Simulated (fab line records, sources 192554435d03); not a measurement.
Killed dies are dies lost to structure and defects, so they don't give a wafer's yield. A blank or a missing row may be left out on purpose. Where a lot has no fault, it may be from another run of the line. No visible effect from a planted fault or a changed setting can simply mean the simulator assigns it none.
The same fault as seen by 3 desks + flow n5Finfet + each desk holds nothing but its own numbers, with what lay behind them at the end

== THE METROLOGY DESK ==
What the gauges read, lot by lot, whatever tool the lot ran on: means of the sampled wafers that have a number. The brackets show how far a lot's mean lies from the usual mean; more than 4 standard deviations puts the lot out of limits, marked OUT. Of its 12 readings 7 are shown: those that lie furthest out on some lot.
Columns: A = DIBL_N at N5_BEOL_M4_RC_MEAS_101, usual 37.5 mV/V; B = IOFF_N at N5_BEOL_M4_RC_MEAS_101, usual 0.19 nA/um; C = IOFF_P at N5_BEOL_M4_RC_MEAS_101, usual 0.24 nA/um; D = ION_P at N5_BEOL_M4_RC_MEAS_101, usual 465 uA/um; E = SS_P at N5_BEOL_M4_RC_MEAS_101, usual 73.7 mV/dec; F = VT_N at N5_BEOL_M4_RC_MEAS_101, usual 248 mV; G = VT_P at N5_BEOL_M4_RC_MEAS_101, usual -249 mV
| lot  | first seen here | A    | B    | C    | D   | E    | F   | G    |
|------|-----------------|------|------|------|-----|------|-----|------|
| L902 | day 6 07:54     | 36.3 | 0.18 | 0.24 | 464 | 73.1 | 250 | -248 |
| L905 | day 7 02:03     | 39.2 | 0.23 | 0.31 | 473 | 74.8 | 244 | -245 |
| L909 | day 8 08:44     | 39.5 | 0.20 | 0.27 | 472 | 74.7 | 248 | -247 |
| L912 | day 9 11:38     | 40.1 | 0.26 | 0.31 | 469 | 73.8 | 242 | -244 |
| L913 | day 9 17:28     | 36.5 | 0.18 | 0.20 | 452 | 73.5 | 246 | -252 |
| L922 | day 11 07:56    | 40.1 | 0.26 | 0.26 | 464 | 74.5 | 245 | -250 |
| L924 | day 12 04:20    | 33.6 | 0.15 | 0.21 | 468 | 72.7 | 250 | -249 |
Finding of this desk: none of the 7 lots has anything out of limits.

== THE DEFECT DESK ==
Lot by lot, what the route's inspections counted, given as the mean of those sampled wafers with a number. The brackets show how far a lot's mean lies from the usual mean; more than 4 standard deviations puts the lot out of limits, marked OUT.
Columns: A = rawDefectCount at N5_BEOL_M1_INSPECT_30, usual 423
| lot  | first seen here | A   |
|------|-----------------|-----|
| L902 | day 6 07:59     | 532 |
| L905 | day 7 02:08     | 396 |
| L909 | day 8 08:50     | 470 |
| L912 | day 9 11:44     | 539 |
| L913 | day 9 17:34     | 350 |
| L922 | day 11 08:02    | 422 |
| L924 | day 12 04:25    | 449 |
Finding of this desk: none of the 7 lots has anything out of limits.

== AT THE TOOL OWNER'S DESK: rieDiel-04 ==
The tool's own readings at N5_BEOL_M1_VIA_ETCH_34 (etches the open film in C4F6/O2, target depth 67.8 nm, time 64.4 s): means of the sampled wafers that have a number, for each lot that ran on this tool. The brackets show how far a lot's mean lies from the usual mean; more than 4 standard deviations puts the lot out of limits, marked OUT.
Columns: A = biasW at N5_BEOL_M1_VIA_ETCH_34, usual 169.9 W; B = drypumpMotorCurrentA at N5_BEOL_M1_VIA_ETCH_34, usual 5.6 A; C = oesProductAu at N5_BEOL_M1_VIA_ETCH_34, usual 0.78 a.u.; D = rfVppV at N5_BEOL_M1_VIA_ETCH_34, usual 677 V; E = showerheadPlenumPTorr at N5_BEOL_M1_VIA_ETCH_34, usual 2.84 Torr; F = throttleValvePct at N5_BEOL_M1_VIA_ETCH_34, usual 30.80 %
| lot  | first seen here | A     | B   | C    | D   | E    | F     |
|------|-----------------|-------|-----|------|-----|------|-------|
| L905 | day 7 04:16     | 169.9 | 5.4 | 0.80 | 691 | 2.80 | 30.97 |
| L909 | day 8 11:49     | 169.6 | 5.6 | 0.86 | 656 | 2.83 | 30.59 |
| L912 | day 9 15:22     | 170.3 | 5.5 | 0.89 | 656 | 2.87 | 30.63 |
| L913 | day 9 20:01     | 169.8 | 5.7 | 1.09 | 670 | 2.75 | 30.81 |
Finding of this desk: none of the 4 lots has anything out of limits.

== ALL TOGETHER ==
Metrology desk: nothing out of limits seen.
The defect desk saw nothing out of limits.
The desk of the tool owner found nothing out of limits.

== WHAT WAS PUT IN BY THE SIMULATOR ==
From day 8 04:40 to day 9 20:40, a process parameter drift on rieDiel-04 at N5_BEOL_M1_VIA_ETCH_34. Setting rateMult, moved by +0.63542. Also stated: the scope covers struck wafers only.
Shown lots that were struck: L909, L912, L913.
